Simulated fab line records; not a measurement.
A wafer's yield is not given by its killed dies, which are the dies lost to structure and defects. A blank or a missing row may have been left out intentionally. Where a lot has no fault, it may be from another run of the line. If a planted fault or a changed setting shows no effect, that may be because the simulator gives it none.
Matching of chambers | flow nand-harc | NHARC_P_CONTACT_STRIP_28 on rie-diel-10 has 4 sister chambers
The step strips in O2. 18 wafers are shown with their chamber, then 9 later ones without.

## WAFERS WITH THEIR CHAMBER
wafer  | chamber | showerhead-plenum-p-Torr (Torr) | rf-vpp-V (V) | throttle-valve-pct (%)
L074.1 | 2       | 3.74                            | 58.0         | 17.024
L074.3 | 1       | 3.45                            | 57.6         | 17.035
L074.5 | 1       | 3.45                            | 58.2         | 17.043
L078.2 | 1       | 3.44                            | 56.4         | 17.035
L078.5 | 2       | 3.74                            | 57.5         | 17.044
L078.6 | 3       | 3.56                            | 58.1         | 17.055
L080.1 | 3       | 3.56                            | 57.6         | 17.051
L080.2 | 1       | 3.44                            | 57.4         | 17.044
L080.6 | 1       | 3.44                            | 56.2         | 17.036
L081.1 | 1       | 3.44                            | 57.7         | 17.030
L081.3 | 3       | 3.56                            | 57.0         | 17.044
L081.6 | 3       | 3.56                            | 57.2         | 17.028
L083.3 | 0       | 3.72                            | 58.5         | 17.029
L083.4 | 1       | 3.44                            | 58.8         | 17.034
L083.6 | 1       | 3.44                            | 56.7         | 17.030
L085.1 | 1       | 3.44                            | 56.4         | 17.030
L085.3 | 2       | 3.74                            | 58.2         | 17.026
L085.4 | 1       | 3.44                            | 57.9         | 17.018

SIGNATURES, as means of the wafers listed above
reading                  | chamber 0 | chamber 1 | chamber 2 | chamber 3 | scatter within a chamber
showerhead-plenum-p-Torr | 3.7200    | 3.4420    | 3.7400    | 3.5600    | 0.00338
rf-vpp-V                 | 58.500    | 57.330    | 57.900    | 57.475    | 0.748
throttle-valve-pct       | 17.02900  | 17.03350  | 17.03133  | 17.04450  | 0.00909
Rule: for each reading, subtract the chamber's mean from the wafer's reading, divide by that reading's scatter and square the result; add these up over the readings and take the root, which gives the wafer's distance from the chamber. If the next closest chamber is less than 2 further off than the closest, the wafer can't be placed; otherwise it belongs to the closest. How the scatter is found: for the shown wafers, subtract from each reading the mean of its chamber, square and add these, divide the total by (wafers less chambers), then take the root.

## WAFERS WITHOUT THEIR CHAMBER
wafer  | showerhead-plenum-p-Torr (Torr) | rf-vpp-V (V) | throttle-valve-pct (%)
L088.2 | 3.74                            | 57.8         | 17.023
L088.5 | 3.44                            | 57.1         | 17.041
L088.6 | 3.72                            | 58.6         | 17.026
L089.1 | 3.44                            | 58.0         | 17.037
L089.4 | 3.72                            | 58.5         | 17.042
L089.5 | 3.44                            | 56.5         | 17.037
L090.1 | 3.74                            | 58.3         | 17.033
L090.2 | 3.56                            | 58.2         | 17.045
L090.4 | 3.44                            | 57.1         | 17.026

## THE CHAMBER EACH PASSED THROUGH
wafer  | from the rows above | in truth
L088.2 | 2                   | 2
L088.5 | 1                   | 1
L088.6 | 0                   | 0
L089.1 | 1                   | 1
L089.4 | 0                   | 0
L089.5 | 1                   | 1
L090.1 | 2                   | 2
L090.2 | 3                   | 3
L090.4 | 1                   | 1
Placed correctly: 9 of 9. From these rows, 0 cannot be placed. Number placed wrongly: 0.
